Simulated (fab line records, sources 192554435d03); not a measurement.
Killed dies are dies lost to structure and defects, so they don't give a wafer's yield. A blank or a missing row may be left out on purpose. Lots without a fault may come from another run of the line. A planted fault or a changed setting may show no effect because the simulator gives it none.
fab line records | flow n5_finfet
record lots=3 wafers=9 last_day=16
route steps=1938 shown SD_EPI_P@328 SD_ACTIVATION@330 ILD0@335 SDB@347 PASSIVATION@1936
lots that met no fault: from a run of the same line without faults
start_h: hours from the record's first day to the start of the lot's first wafer shown | wait_h: hours since the lot's step before | " the same as in the row above | L1.1+2: a row that stands for several wafers | - no value, or no start given | * or withheld: withheld | < > ~ a bound
route shown NAME@n: a module of which the file shows steps, and the number in the route of the first | usual: mean/standard deviation of fault-free wafers | same: alike in all rows | chamber/n: place in a boat | sites: the reading at each site | _std_site: their standard deviation | _edge_site: outer sites' mean less inner sites' | radius_mm: how far each site lies from the wafer's centre | mask NAME#n: copy n | behind: the tool/chamber that last shaped the wafer | hold: why the lot was held/for how many hours/how that ended | device: the transistor (n, p or np) that didn't switch | end of line: the same wafers' tests at the end of the route | a step without rows: its recipe alone | killed: dies lost to structure and defects at the first sort, not the wafer's yield | map: a wafer's dies, x killed, . not, _ none there
set.NAME: the setting as run; set.NAME@STEP: as run at that earlier step | model.NAME: the simulator's own value behind a step, which no gauge read
lots at some steps of the route; a table a step, a row a wafer
services: from which hour (start_h, from the record's first day; less than 0 if before it) a tool's chamber was out of use, for how many hours, and why
## steps
# step N5_SD_EPI_P_SRD_25
# recipe time_s=30 temp_c=23 rinse_liquid=diw dry=ipa_marangoni
# step N5_SD_ACTIVATION_RTA_00
# recipe temp_c=975 time_s=0 ambient=N2 idle_temp_c=600 ramp_up_c_per_s=150 ramp_down_c_per_s=60 cool_to_c=600
# step N5_SD_ACTIVATION_LSA_01
# recipe temp_c=1080 time_s=0.0008 ambient=N2
# step N5_ILD0_LINER_00
# recipe material=SiNx target_thk_a=40 temp_c=400 ald_precursor_family=SiH2I2 ald_co_reactant=N2/H2-plasma pulse_time_s=1 purge_time_s=2 co_reactant_purge_time_s=2 ald_cycles=80 pressure_torr=2
# step N5_ILD0_FCVD_FILL_01
# recipe material=SiO2_flowable target_thk_a=2000 temp_c=100 pressure_torr=0.8 rf_w=2000 time_s=328.3
# step N5_ILD0_CURE_02
# recipe temp_c=450 time_s=1800 ambient=steam idle_temp_c=400 ramp_up_c_per_min=5 ramp_down_c_per_min=3 densification_p_h2o_torr=640
# step N5_ILD0_CMP_03
# recipe stop_on=SiNx t_overpolish_s=1.9 post_cmp_clean=alkaline_brush down_force_psi=4.1491 platen_rpm=51.796 pad_velocity_m_s=1.0306 target_thk_nm=197.38
# step N5_ILD0_CMP_07
# recipe stop_on=poly-Si material=SiO2_flowable t_overpolish_s=1.18 post_cmp_clean=alkaline_brush down_force_psi=4.1491 platen_rpm=51.796 pad_velocity_m_s=1.0306 target_thk_nm=138.88
# usual motor_current_A=12.4/0.96 retaining_ring_pressure_frac=1.001/0.0055
# columns lot.wafer tool chamber start_h wait_h motor_current_A retaining_ring_pressure_frac
L982.2 cmp-04 0 111.33 0.1 10.9 1.004
L982.4 " 1 " " 12.1 1.004
L982.5 " 0 " " 9.8 1.003
L991.2 cmp-02 2 164.44 0.1 11.0 0.997
L991.4 " 3 " " 13.2 1.003
L991.5 " 1 " " 12.2 0.992
L995.3 cmp-04 3 188.58 0.0 13.5 1.000
L995.1 " 0 " " 10.2 0.994
L995.5 " 3 " " 13.4 0.997
# step N5_ILD0_PRECLEAN_10
# recipe chemistry=NF3:NH3 afs_cycles=5 time_s=20 temp_c=30 sublimation_temp_c=180 sublimation_time_s=60 pressure_torr=3 rf_power_w=30
# step N5_ILD0_ALD_15
# recipe material=SiNx target_thk_a=240 temp_c=400 ald_precursor_family=SiH2I2 ald_co_reactant=N2/H2-plasma pulse_time_s=1 ald_cycles=480 purge_time_s=2 co_reactant_purge_time_s=2 pressure_torr=2
# step N5_ILD0_CMP_12
# recipe stop_on=poly-Si material=SiNx t_overpolish_s=6 post_cmp_clean=alkaline_brush down_force_psi=2.5 platen_rpm=51.8 pad_velocity_m_s=1.0307 target_thk_nm=17.67
# step N5_SDB_HM_DEP_00
# recipe material=SiNx target_thk_a=400 temp_c=400 precursor=SiH4/NH3/N2 pressure_torr=1.5 rf_w=300 time_s=35.3
# step N5_SDB_COAT_03
# recipe resist=SOC temp_c=250 time_s=60 spin_rpm=1500 resist_thk_nm=100
# step N5_SDB_COAT_04
# recipe resist=SiARC temp_c=220 time_s=60 spin_rpm=1500 resist_thk_nm=18
# step N5_SDB_COAT_05
# recipe resist=CAR-ArF spin_rpm=1500 resist_thk_nm=90
# step N5_SDB_EBR_07
# recipe solvent=PGMEA ebr_width_mm=1.5
# step N5_SDB_SOFTBAKE_06
# recipe temp_c=110 time_s=60 resist=CAR-ArF
# step N5_SDB_EXPOSE_08
# recipe mask_id=SDB na=1.35 source_shape=conventional sigma_outer=0.5 polarization=unpolarized dose_mj=49.6
# step N5_SDB_PEB_09
# recipe peb_temp_c=withheld peb_time_s=60 resist=CAR-ArF
# step N5_SDB_DEVELOP_10
# recipe develop_time_s=30 developer=TMAH resist=CAR-ArF rinse_liquid=diw dry=air_spin dev_temp_c=23
# step N5_SDB_DESCUM_16
# recipe chemistry=O2 time_s=7.9 source_power_w=50 bias_power_w=20 pressure_mtorr=20 rf_frequency_hz=2.712e+07 temp_c=40 resist=CAR-ArF o2_flow_sccm=225
# step N5_SDB_ETCH_17
# recipe chemistry=CF4 target=SiARC target_depth_a=234 mask_material=CAR-ArF time_s=39 ion_energy_ev=80 pressure_mtorr=40 source_w=545 bias_w=36 Ar_flow_sccm=100 cf4_flow_sccm=100 ends=cleared
# step N5_SDB_ETCH_18
# recipe chemistry=N2/H2 target=SOC target_depth_a=1000 overetch_a=200 mask_material=SiARC temp_c=40 time_s=150 ion_energy_ev=200 pressure_mtorr=30 source_w=840 bias_w=150 n2_flow_sccm=200 h2_flow_sccm=200
# step N5_SDB_STRIP_19
# recipe chemistry=N2/H2 temp_c=40 n2_flow_sccm=200 h2_flow_sccm=200 rf_frequency_hz=6e+07
# step N5_SDB_STRIP_21
# recipe chemistry=CF4 resist=SiARC power_w=300 bias_power_w=75 pressure_mtorr=50 cf4_flow_sccm=150 rf_frequency_hz=6e+07
# step N5_SDB_HM_OPEN_20
# recipe chemistry=CH3F/O2 target=SiNx mask_material=SOC target_depth_a=240 stop_on=poly-Si over_etch_frac=0.4 ion_energy_ev=120 pressure_mtorr=30 source_w=395 bias_w=73 Ar_flow_sccm=150 CH3F_flow_sccm=30 O2_flow_sccm=20
# step N5_SDB_STRIP_22
# recipe chemistry=N2/H2 power_w=1000 temp_c=250 h2_frac=0.65 overash_fraction=0.3 pressure_mtorr=withheld n2_flow_sccm=1750 h2_flow_sccm=3250
# step N5_SDB_PRECLEAN_23
# recipe chemistry=dHF time_s=30 temp_c=25 dilution=withheld
# step N5_SDB_DUMMY_REMOVE_24
# recipe chemistry=TMAH temp_c=70 target=poly-Si stop_on=SiO2 target_depth_nm=142 conc_wt_pct=5 time_s=57 dry=ipa_marangoni rinse_time_s=30 rinse_temp_c=23
# step N5_SDB_ETCH_25
# recipe chemistry=C4F6/O2 target=SiO2 target_depth_a=100 time_s=3.3 ion_energy_ev=250 mask_material=SiNx pressure_mtorr=30 source_w=345 bias_w=185 Ar_flow_sccm=300 C4F6_flow_sccm=10 O2_flow_sccm=10
# step N5_SDB_CUT_ETCH_26
# recipe chemistry=HBr/Cl2/O2 target=Si target_depth_a=1296 bt_time_s=20 mask_material=SiNx time_s=51.8 ion_energy_ev=* bias_w=* pressure_mtorr=10 icp_w=800 HBr_flow_sccm=150 Cl2_flow_sccm=80 O2_flow_sccm=12
# step N5_PASSIVATION_PROBE_49
# usual defect_limited_yield=91.3/1.5 killed_at_M0_to_M3=35/10 killed_at_M4_up=13/5.3 killed_at_contacts=12/5.7 killed_at_front_end=39/11 killed_at_other=3.3/2.7 killed_dies=102/18 killed_on_rim=13/4 killed_open=67/13 killed_short=34/7.8 sort_bin_5_function=5.1/1 sort_bin_6_memory=3.3/0.68 sort_n_pass=1078/18 sort_yield_pct=91.3/1.5
# same gross_dies=1180 killed_at_back_side=0 sort_bin_4_leakage[%]=0 sort_bin_8_speed[%]=0
# columns lot.wafer tool chamber start_h wait_h defect_limited_yield[%] killed_at_M0_to_M3 killed_at_M4_up killed_at_contacts killed_at_front_end killed_at_other killed_dies killed_on_rim killed_open killed_short sort_bin_5_function[%] sort_bin_6_memory[%] sort_n_pass sort_yield_pct[%]
L982.2 prober-01 - 307.04 0.1 36.8 34 11 4 687 10 746 100 57 33 42.4 15.4 434 36.8
L982.4 prober-01 - 307.14 0.2 91.6 31 14 6 47 1 99 19 64 34 5.0 3.2 1081 91.6
L982.5 prober-01 - 307.19 0.2 36.3 25 3 6 717 1 752 94 48 28 41.9 17.0 428 36.3
L995.1 prober-01 - 389.12 0.0 92.3 23 5 10 53 0 91 12 56 35 4.3 3.1 1089 92.3
L995.3 prober-01 - 389.22 0.1 91.7 14 12 15 57 0 98 16 65 28 4.2 3.6 1082 91.7
L995.5 prober-01 - 389.32 0.2 91.1 22 24 13 44 2 105 11 72 32 4.5 4.0 1075 91.1
# killed by level:class
L982.2 ILD0:unspecified=655 BEOL_M2:geometric_particle:open=13 BEOL_M0_SAQP:geometric_particle:open=7 FIN_SAQP:geometric_particle:short=6 FIN_SAQP:geometric_particle:open=6 BEOL_M4:geometric_particle:open=5 SPACER0:geometric_particle:open=4 BEOL_M1:geometric_particle:open=4
L982.4 FIN_SAQP:geometric_particle:open=11 FIN_SAQP:geometric_particle:short=9 BEOL_M0_SAQP:geometric_particle:short=9 DUMMY_GATE:geometric_particle:open=8 BEOL_M1:geometric_particle:open=7 BEOL_M2:geometric_particle:open=6 BEOL_M4:geometric_particle:open=6 BEOL_M0_SAQP:geometric_particle:open=5
L982.5 ILD0:unspecified=676 BEOL_M2:geometric_particle:open=7 BEOL_M1:geometric_particle:open=6 MOL_CONTACT_COAG:geometric_particle:open=6 BEOL_M0_SAQP:geometric_particle:short=6 FIN_SAQP:geometric_particle:open=5 STI_FIN_REVEAL:geometric_particle:open=5 SPACER0:geometric_particle:open=5
L995.1 FIN_SAQP:geometric_particle:open=13 STI_FIN_REVEAL:geometric_particle:open=13 MOL_CONTACT_COAG:geometric_particle:open=7 FIN_SAQP:geometric_particle:short=6 GATE_CUT:geometric_particle:short=6 BEOL_M0_SAQP:geometric_particle:short=6 BEOL_M0_SAQP:geometric_particle:open=5 BEOL_M1:geometric_particle:open=5
L995.3 FIN_SAQP:geometric_particle:open=22 FIN_SAQP:geometric_particle:short=16 MOL_CONTACT_COAG:geometric_particle:open=14 BEOL_M1:geometric_particle:open=5 STI_FIN_REVEAL:geometric_particle:open=4 BEOL_M1:geometric_particle:short=4 STI_FIN_REVEAL:geometric_particle:short=3 GATE_CUT:geometric_particle:open=3
L995.5 FIN_SAQP:geometric_particle:open=13 MOL_CONTACT_COAG:geometric_particle:open=9 STI_FIN_REVEAL:geometric_particle:open=7 BEOL_M4:geometric_particle:open=7 BEOL_M0_SAQP:geometric_particle:open=6 DUMMY_GATE:geometric_particle:open=5 BEOL_M1:geometric_particle:open=5 BEOL_M5:geometric_particle:open=5
# map L982.5 (x killed, . not)
_________________xxxx...xxx..________________
______________xx.xxxxxx..x.xxxxx_____________
___________x.xx.x.x.x.xxx.xx.xxxx.x__________
__________x.xxxxxx..xxxxxxx..xx.xxxx_________
________....xxxx.xxx.xxxxxxxxx.xxxxxxx_______
_______x.xxxx.x...x.x..x....xxxxx.xxx.x______
______xx..x..xx..x.xx.xxxxx...x.xxxx...x_____
_____.xxxx.xxxx....xxxxxxx.xxxx.xxx.xxx..____
____xx..xxx...xx..xxx.xxx.xxxx.x..xx.xxxx.___
___.xx.x.x..xxxx..x.xxx...xxxxxxx....xx.x.x__
___.xx.xxxxxx.x.xxxxx.....xxxxxxxxxx.xxxx..__
__.x.xxxxxxx.x..xx.x.x.xxxx.xx.xxx.xx.xx..xx_
__....x.x.xxxxxxx..x.x...x..xxx..x.xxxx.xxx._
_.xx.xx.x..x.xx.....x.xx.x.xxxx.xxx...x.x.xx.
_x..xxxx..x.x.xxxxxx.xxxxx...x..xxxxxx.xxx..x
_.x.xx..x..xx..xxxxx.xx.xx.xxxx.xxx..x..xx.x.
_.xxxxx.x..x.x.x.xxxxx..xx.xxxxxxxxx.xxxx..x.
_xx.xx.xxx.xxxxx..xx.x.xxx..xx..xxx....xx.xxx
_x.xx.xxxx.xx.xxxxx.x.x.xxxxxxxxxx..x.xxxxxxx
_..xx...xx..xxx.x.xx.xxxxx..xx..x.xx.x.xxxx..
_.xx.xxx...x.x..xx.xxx...xxxxx.xxxxxxxxx....x
__.xx..xxxxxxxxxxx.xxxx..xxx.xxx.x..x....x.._
__x.xxx.xxxx..xxxxxx.x.xxxx.xxxxxxxxx......._
___.xx..xxxx.xx....x.xxx.xx...xxxx.x.x..x.x__
___xxxx.x.x...xxxxxxx.xxx...x..xxx.xxx.x..x__
____..x.xxx..xx.x..xxxxxx..x.x.xxxxxxx.x.x___
_____xx...x.x.x.xx.xxx..xx.x.xxxxxxxxx.xx____
______.xx.x..x..xx.x..x.xxx.xx...xxx.xx._____
_______.xx.xxxxx.xx.x.xxxxxxxxx..x...x.______
________xxxxxx.x..x..xxx...xxx.x.x.x.x_______
__________xxxx.x..x.xxxxxx.xxxxxxxx._________
___________xxxx.x.xxxxx.x.x..x.xxxx__________
______________.xxxx....xx.xxx.xx_____________
_________________xxx.xxxx..x.________________
# map L995.5 (x killed, . not)
_________________............________________
______________...x......xx.....x_____________
___________.x..x..x..............x.__________
__________.........................._________
________........x...x.x..x.......x...._______
_______....x.......x........xx.x.......______
______.............................x...._____
_____...........x...........x.....x......____
____.................x..x.x......x.......x___
___..x......x...x......xx............x.....__
___.....x............................x.x.x.__
__...x...................x..............x.x._
__......x..............x.....xx.....x..x...._
_..............................x....x........
_....................x..........x.......x.x..
_.................................x..x......x
_...................xx.......................
_........................x..................x
_....................x.......................
_.x..........................x...............
_...x.........xx.....x..................x....
__.......................x..........x......._
__....x...............x....x...........x...._
___...x.......x...........x................__
___.............x..........x...........x...__
____...x..............x..x................___
_____...x.x.............x.......x........____
______..xx.....x...x.....x......x....x.._____
_______..........................x..x..______
________....x......x.................._______
__________..x.....x..........x......_________
___________.x.x...x................__________
______________................x._____________
_________________............________________
## services
# columns tool chamber start_h hours kind
cmp-02 - 132.53 4.0 pm
cmp-02 - 136.53 - consumable_replace:conditioner
cmp-02 - 136.53 - consumable_replace:pad
cmp-04 - 149.07 6.8 pm
cmp-04 - 164.22 2.1 repair
cmp-04 - 174.93 1.3 repair
## key
first_sign step=N5_PASSIVATION_PROBE_49 reading=killed_at_front_end direction=up sigmas=60 usual=39 struck=702
effect step=N5_PASSIVATION_PROBE_49 reading=killed_dies direction=up sigmas=36 usual=102 struck=749
more_kills_born_at N5_ILD0_CMP_07@cmp-04=1331
met_at N5_ILD0_CMP_07
struck_wafers L982.2,L982.5
fault kind=chamber_particle_source tool=cmp-04 chamber=0 onset_h=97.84 steps=N5_ILD0_CMP_07 rate_per_visit_cm2=1.6939 end_h=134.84
